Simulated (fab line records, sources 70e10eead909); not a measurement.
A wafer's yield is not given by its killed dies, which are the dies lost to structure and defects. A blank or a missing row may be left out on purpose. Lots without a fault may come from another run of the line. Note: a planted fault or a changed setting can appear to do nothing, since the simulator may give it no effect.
Which tool was responsible? -- flow nandHarc -- 21 wafers from 7 lots sampled at 2 of the route's 1159 steps

## WHAT THE GAUGES SHOWED, per wafer
NHARC_P_M0_THK_MEAS_24: measures by xrf.
lot,measured,on,thkNm (nm)
L508,day 6 08:44,filmMetro-01,117.0 115.8 114.1
L510,day 6 18:28,filmMetro-02,118.8 117.4 116.4
L518,day 8 08:07,filmMetro-01,118.5 117.5 115.7
L522,day 9 05:10,filmMetro-02,116.5 117.0 117.5
L527,day 10 12:01,filmMetro-02,117.2 116.3 116.8
L528,day 10 20:10,filmMetro-02,114.1 115.8 117.8
L530,day 11 11:21,filmMetro-01,118.9 119.6 119.2

## WHAT TOOL EACH LOT RAN ON (gives the tool, then ch and the chambers of the sampled wafers, and finally the start)
lot,NHARC_P_M0_ETCH_15
L508,"rieDiel-10 ch 0,1,3, day 6 08:44 or earlier"
L510,"rieDiel-08 ch 0,3, day 6 18:28 or earlier"
L518,"rieDiel-13 ch 0,2,3, day 8 08:07 or earlier"
L522,"rieDiel-10 ch 0,2,3, day 9 05:10 or earlier"
L527,"rieDiel-10 ch 0,1,2, day 10 12:01 or earlier"
L528,"rieDiel-08 ch 1,3, day 10 20:10 or earlier"
L530,"rieDiel-10 ch 1,2, day 11 11:21 or earlier"
- NHARC_P_M0_ETCH_15: etches the open film in C4F8/Ar, target depth 150 nm, overetch 15 nm, time 82.5 s.

## THE ANSWER, worked out from the rows above alone
Rule: what is usual is taken from the lots themselves. Put in order of their means at a reading, lots are off if they are a third of the lots or fewer, leave a main group of 4 or more, and stand apart from it by a gap of 3 or more times the standard deviation of the main group's means; of several such gaps the widest counts. The tables above print the reading to a certain number of digits; a main group whose means all agree to those digits is not used. Also off: a lot with no number at a reading for which 4 or more lots have one. Where the step has rows for the other lots, those lots are counted as sound.
Nothing can be told from this: no lot is off at any reading shown.

## WHAT HAD BEEN PUT IN BY THE SIMULATOR
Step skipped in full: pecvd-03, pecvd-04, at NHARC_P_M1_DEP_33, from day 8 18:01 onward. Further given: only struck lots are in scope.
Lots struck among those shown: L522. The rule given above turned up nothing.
